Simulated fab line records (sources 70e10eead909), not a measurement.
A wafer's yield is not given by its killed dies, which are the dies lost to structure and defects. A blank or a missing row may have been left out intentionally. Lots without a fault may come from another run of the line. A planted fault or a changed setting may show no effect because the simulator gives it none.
fab line records	flow nand_harc
record lots=14	wafers=42	last_day=33
route steps=1302 shown A_CHANNEL_FILL_D2@628 THIN_TSV@1245 END@1302
lots that met no fault: from a run of the same line without faults
start_h: start of the lot's first displayed wafer, in hours after the record's first day	wait_h: hours from the lot's prior step to this one	" as in the row above	L1.1+2: a single row standing in for several wafers	- no value present, or no start provided	* or withheld: withheld	< > ~ a bound
route shown NAME@n: names a module that has steps shown in the file, with the first one's number in the route	usual: mean and standard deviation over wafers with no fault	same: alike in all rows	chamber/n: place in a boat	sites: the reading at each site	_std_site: standard deviation across them	_edge_site: mean of outer sites minus mean of inner sites	radius_mm: how far each site lies from the wafer's centre	mask NAME#n: copy n	behind: the tool/chamber that last shaped the wafer	hold: the reason the lot was held/the length of the hold in hours/how it ended	device: the n, p or np transistor that did not switch	end of line: tests run on the same wafers once the route is complete	a step given without rows: its recipe and nothing more	killed: at the first sort, the dies lost to defects and structure; wafer yield is something else	map: a wafer's dies, x killed, . not, _ none there
set.NAME: the setting that was run; set.NAME@STEP: the one run at that earlier step	model.NAME: the simulator's own value behind a step, which no gauge read
the route's steps for a sample of lots (tables are steps, rows are wafers)
services: the hour from which a tool's chamber was out of use, counted from the record's first day as start_h (under 0 if before that day), plus the number of hours and why
## steps
# step NHARC_A_CHANNEL_FILL_D2_ETCHBACK_08
# recipe target_depth_a=2200	time_s=110	c4f8_flow_sccm=20	ar_flow_sccm=withheld	rf_w=600	bias_w=300	chemistry=C4F8
# usual oes_product_au=0.95/0.034	rf_vpp_V=441.5/2.6
lot.wafer	tool	chamber	start_h	wait_h	oes_product_au	rf_hours_counter_h	rf_vpp_V
L675.2	rie_diel-06	3	329.36	-	0.99	0.3	440.4
L675.1	"	1	"	"	0.99	0.6	441.0
L675.4	"	2	"	"	0.99	0.6	436.8
L676.1	rie_diel-06	2	349.40	-	0.99	1.1	437.2
L676.3	"	3	"	"	0.97	1.1	441.1
L676.6	"	0	"	"	0.98	-	442.9
L677.1	rie_diel-07	3	367.50	-	0.92	11.0	441.4
L677.5	"	3	"	"	0.93	-	440.8
L677.4	"	0	"	"	0.93	-	436.9
L678.4	rie_diel-06	2	367.50	-	0.94	1.3	438.2
L678.6	"	1	"	"	0.95	-	442.7
L678.5	"	2	"	"	0.95	-	437.4
L679.1	rie_diel-13	1	386.31	-	0.93	1.0	444.2
L679.2	"	3	"	"	0.93	1.2	444.1
L679.6	"	0	"	"	0.92	-	441.5
L680.1	rie_diel-06	2	390.89	-	0.92	1.9	437.8
L680.4	"	0	"	"	0.92	2.1	445.1
L680.6	"	2	"	"	0.91	-	436.8
L685.1	rie_diel-06	0	450.20	-	0.92	2.7	444.8
L685.6	"	0	"	"	0.91	-	446.0
L685.5	"	1	"	"	0.93	-	442.2
L687.2	rie_diel-06	1	455.88	-	0.99	3.0	442.9
L687.6	"	0	"	"	0.98	-	445.4
L687.5	"	1	"	"	0.99	-	441.1
L689.1	rie_diel-07	3	491.40	-	1.00	1.9	440.5
L689.4	"	1	"	"	1.03	1.3	439.2
L689.5	"	2	"	"	1.01	-	441.1
L692.2	rie_diel-07	0	503.04	-	1.00	2.1	436.8
L692.1	"	1	"	"	1.01	1.7	439.3
L692.4	"	2	"	"	1.02	2.1	441.2
L693.4	rie_diel-06	2	517.04	-	0.92	1.1	438.1
L693.2	"	3	"	"	0.92	0.9	441.8
L693.6	"	1	"	"	0.93	-	441.1
L694.1	rie_diel-06	3	538.70	-	0.94	1.3	440.8
L694.2	"	1	"	"	0.94	1.5	442.9
L694.5	"	2	"	"	0.94	-	437.6
L695.1	rie_diel-13	0	538.87	-	1.01	0.5	443.2
L695.4	"	3	"	"	0.99	0.6	446.2
L695.5	"	1	"	"	1.01	-	445.4
L698.4	rie_diel-06	1	559.26	-	0.93	2.1	441.6
L698.2	"	3	"	"	0.93	2.0	441.6
L698.6	"	1	"	"	0.93	-	441.9
# step NHARC_THIN_TSV_CMP_01
# recipe target_thk_um=3
# usual edge_zone_pressure_frac=1.001/0.0051	motor_current_A=12.3/1	pad_life_wafers=202/130	slurry_flow_ml_min=150.0/0.49
lot.wafer	tool	chamber	start_h	wait_h	edge_zone_pressure_frac	motor_current_A	pad_life_wafers	slurry_flow_ml_min
L675.2	cmp-02	3	520.12	0.8	0.995	10.9	474	149.7
L675.4	"	0	"	"	1.003	14.0	475	150.3
L675.1	"	1	"	"	0.996	12.7	476	150.0
L676.1	cmp-03	2	547.45	1.1	0.999	11.1	517	151.2
L676.3	"	0	"	"	1.005	12.1	519	149.3
L676.6	"	1	"	"	1.000	11.4	-	149.9
L678.4	cmp-01	1	562.69	0.4	1.003	13.7	234	150.3
L678.5	"	1	"	"	1.004	13.2	-	150.1
L678.6	"	2	"	"	0.999	10.5	-	149.8
L677.4	cmp-02	1	563.88	0.4	0.997	12.1	108	149.1
L677.1	"	2	"	"	1.000	13.6	109	150.3
L677.5	"	1	"	"	1.002	13.5	-	149.6
L680.4	cmp-01	0	593.62	0.4	0.995	12.7	348	150.5
L680.1	"	1	"	"	0.996	13.3	349	149.9
L680.6	"	0	"	"	0.993	12.0	-	150.2
L679.1	cmp-03	0	594.82	1.0	1.006	12.1	133	150.4
L679.2	"	2	"	"	1.011	12.0	135	150.0
L679.6	"	3	"	"	1.006	12.2	-	149.9
L685.1	cmp-02	3	638.62	1.0	0.999	11.8	19	150.1
L685.5	"	2	"	"	1.004	13.5	-	150.2
L685.6	"	3	"	"	0.993	11.8	-	150.1
L687.2	cmp-02	1	662.61	0.9	1.005	13.4	99	149.3
L687.6	"	2	"	"	0.999	13.9	-	150.1
L687.5	"	3	"	"	1.003	11.3	-	150.1
L689.4	cmp-02	3	693.71	0.5	0.991	11.2	241	149.9
L689.1	"	0	"	"	1.001	13.5	242	150.0
L689.5	"	2	"	"	1.013	14.3	-	149.7
L692.2	cmp-03	3	706.16	0.9	0.997	12.4	199	149.5
L692.1	"	0	"	"	0.997	11.8	200	150.1
L692.4	"	1	"	"	0.999	11.8	201	149.4
L693.4	cmp-03	0	709.28	0.4	1.008	12.5	216	149.6
L693.2	"	2	"	"	1.003	11.5	218	149.8
L693.6	"	0	"	"	0.999	12.1	-	149.7
L694.1	cmp-02	0	731.66	1.1	1.002	13.5	7	150.7
L694.2	"	2	"	"	1.005	12.7	9	150.6
L694.5	"	0	"	"	1.013	12.9	-	149.9
L695.1	cmp-03	0	732.91	1.1	1.001	11.9	290	149.0
L695.4	"	1	"	"	0.999	10.9	291	150.2
L695.5	"	2	"	"	1.000	12.0	-	149.2
L698.2	cmp-01	0	763.90	0.9	0.992	12.4	236	150.1
L698.4	"	1	"	"	0.998	13.1	237	149.9
L698.6	"	2	"	"	1.006	10.8	-	150.0
# step NHARC_THIN_TSV_ETCH_15
# recipe target_depth_a=30000	bosch_target_overetch_cycles=2	bosch_etch_step_s=2.8	bosch_dep_step_s=1.2	bosch_cycles=14
# usual drypump_motor_current_A=5.3/0.42
lot.wafer	tool	chamber	start_h	wait_h	drypump_motor_current_A	rf_hours_counter_h
L675.4	rie_si-01	3	522.25	-	5.2	0.8
L675.1	"	0	"	"	4.8	0.9
L675.2	"	1	"	"	5.9	0.9
L676.3	rie_si-05	1	549.55	-	5.3	0.4
L676.1	"	3	"	"	5.5	0.3
L676.6	"	2	"	"	5.5	-
L678.4	rie_si-05	1	564.83	-	5.3	0.5
L678.5	"	1	"	"	5.3	-
L678.6	"	2	"	"	5.5	-
L677.4	rie_si-01	1	566.07	-	5.8	0.1
L677.1	"	3	"	"	5.2	0.0
L677.5	"	1	"	"	5.8	-
L680.4	rie_si-05	3	595.87	-	5.5	0.7
L680.1	"	0	"	"	5.0	0.7
L680.6	"	3	"	"	5.6	-
L679.1	rie_si-01	0	597.07	-	4.8	0.2
L679.2	"	1	"	"	5.9	0.3
L679.6	"	1	"	"	5.8	-
L685.1	rie_si-05	3	640.87	-	5.5	1.0
L685.6	"	0	"	"	5.0	-
L685.5	"	1	"	"	5.3	-
L687.2	rie_si-06	2	664.69	-	6.5	0.3
L687.6	"	0	"	"	5.2	-
L687.5	"	1	"	"	5.3	-
L689.1	rie_si-06	2	695.95	-	6.5	0.5
L689.5	"	2	"	"	6.5	-
L689.4	"	1	"	"	5.3	-
L692.4	rie_si-01	3	708.42	-	5.2	1.2
L692.2	"	0	"	"	4.8	1.1
L692.1	"	1	"	"	5.8	1.0
L693.4	rie_si-01	0	711.42	-	4.8	1.1
L693.2	"	3	"	"	5.1	1.2
L693.6	"	0	"	"	4.8	-
L694.2	rie_si-01	3	733.80	-	5.2	0
L694.1	"	0	"	"	4.8	0
L694.5	"	0	"	"	4.8	-
L695.1	rie_si-05	1	735.02	-	5.3	0.5
L695.4	"	2	"	"	5.5	0.5
L695.5	"	0	"	"	5.0	-
L698.2	rie_si-05	0	766.15	-	5.0	0.7
L698.4	"	3	"	"	5.5	0.8
L698.6	"	1	"	"	5.3	-
# step NHARC_END_SORT_01
# recipe temp_c=25
# usual killed_at_array=56/20	killed_at_other=1/1.3	killed_at_periphery=3.5/2.7	killed_dies=60/20	killed_open=3.3/1.6	killed_short=2.4/1.5
# same gross_dies=677
lot.wafer	tool	chamber	start_h	wait_h	killed_at_array	killed_at_other	killed_at_periphery	killed_dies	killed_open	killed_short
L685.1	prober-02	0	655.26	2.5	142	1	1	144	6	2
L685.5	prober-02	0	658.48	3.7	58	5	6	69	5	2
L685.6	prober-02	0	659.29	4.0	142	0	2	144	4	2
L687.2	prober-02	0	678.41	2.8	48	2	3	53	3	2
L687.5	prober-02	0	680.79	3.7	65	0	1	66	3	2
L687.6	prober-02	0	681.58	4.0	127	1	5	133	5	6
# killed by level:class
L685.1 A_CHANNEL_FILL_D2:unspecified=93 A_SLIT:chamber_film_flake=35 A_CHANNEL_HOLE_D1:chamber_film_flake=2 A_CHANNEL_HOLE_D2:unspecified=2 A_ONON_D1:geometric_particle:open=1 A_CHANNEL_FILL_D1:geometric_particle:open=1 A_CHANNEL_FILL_D1:geometric_particle:short=1 A_DECK1_JOINT:geometric_particle:open=1
L685.5 A_SLIT:chamber_film_flake=31 A_CHANNEL_HOLE_D2:chamber_film_flake=6 A_DECK1_JOINT:chamber_film_flake=4 A_CONTACT:chamber_film_flake=4 THIN_TSV:chamber_film_flake=4 A_CHANNEL_HOLE_D1:chamber_film_flake=3 P_M0:geometric_particle:open=2 P_M1:geometric_particle:open=2
L685.6 A_CHANNEL_FILL_D2:unspecified=100 A_SLIT:chamber_film_flake=27 A_CHANNEL_HOLE_D1:chamber_film_flake=4 A_WL_FILL:geometric_particle:open=2 A_ZERO_WELL:chamber_film_flake=2 P_M0:geometric_particle:open=1 A_CHANNEL_FILL_D1:geometric_particle:open=1 A_CHANNEL_FILL_D1:geometric_particle:short=1
L687.2 A_CHANNEL_HOLE_D1:chamber_film_flake=19 A_CHANNEL_HOLE_D2:chamber_film_flake=18 P_M1:chamber_film_flake=2 A_DECK1_JOINT:chamber_film_flake=2 A_STAIRCASE:chamber_film_flake=2 A_ONON_D1:geometric_particle:open=1 A_WL_FILL:geometric_particle:open=1 A_M0:geometric_particle:open=1
L687.5 A_CHANNEL_HOLE_D1:chamber_film_flake=28 A_CHANNEL_HOLE_D2:chamber_film_flake=19 A_DECK1_JOINT:chamber_film_flake=4 A_ONON_D2:geometric_particle:open=3 A_STAIRCASE:chamber_film_flake=2 A_SLIT:chamber_film_flake=2 A_M0:chamber_film_flake=2 A_CHANNEL_FILL_D1:geometric_particle:short=1
L687.6 A_CHANNEL_FILL_D2:unspecified=89 A_CHANNEL_HOLE_D2:chamber_film_flake=13 A_CHANNEL_HOLE_D1:chamber_film_flake=9 A_WL_FILL:geometric_particle:short=3 P_M1:chamber_film_flake=3 A_SLIT:chamber_film_flake=2 P_CONTACT:geometric_particle:open=1 A_SOURCE_PLATE:geometric_particle:open=1
## services
tool	chamber	start_h	hours	kind
rie_diel-06	-	307.21	9.0	pm
cmp-02	-	327.97	0.2	repair
cmp-02	-	331.85	4.0	pm
cmp-02	-	350.39	2.3	repair
cmp-02	-	362.19	1.2	repair
rie_si-01	-	370.00	9.0	pm
rie_si-05	1	401.48	8.4	repair
rie_diel-06	3	402.09	3.4	repair
cmp-02	-	409.02	1.2	repair
cmp-02	-	410.46	4.0	repair
rie_si-05	3	412.68	4.4	repair
cmp-02	-	424.61	0.9	repair
cmp-02	-	429.85	4.0	pm
rie_si-01	1	447.44	1.4	repair
cmp-02	-	469.17	0.9	repair
cmp-02	-	476.87	1.2	repair
rie_si-05	-	482.00	9.0	pm
rie_diel-06	-	484.21	9.0	pm
rie_diel-06	2	547.28	3.2	repair
rie_diel-06	1	594.36	10.8	repair
rie_diel-06	3	607.98	1.3	repair
rie_diel-06	-	661.21	9.0	pm
rie_diel-06	2	725.30	6.6	repair
rie_diel-06	-	730.21	1.6	repair
## key
first_sign step=NHARC_END_SORT_01	reading=killed_at_array	direction=up	sigmas=4.1	usual=56	struck=137
effect step=NHARC_END_SORT_01	reading=killed_dies	direction=up	sigmas=3.9	usual=60	struck=140
more_kills_born_at NHARC_A_CHANNEL_FILL_D2_ETCHBACK_08@rie_diel-06=282
met_at NHARC_A_CHANNEL_FILL_D2_ETCHBACK_08
struck_lots L685,L687
struck_wafers L685.1,L685.6,L687.6
tester_left_out L685,L687
not_acting_at NHARC_THIN_TSV_CMP_01,NHARC_THIN_TSV_ETCH_15
onset_between 390.89 450.20
fault kind=chamber_particle_source	tool=rie_diel-06	chamber=0	onset_h=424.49	steps=NHARC_A_CHANNEL_FILL_D2_ETCHBACK_08	rate_per_visit_cm2=1.4439	end_h=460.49
# tester_left_out: of these lots the tester's yield and bins aren't shown, on N5 and GAA mostly nor the transistor test; their killed dies are dies lost to structure and defects alone, not to doping, threshold or leakage, so they don't give the yield
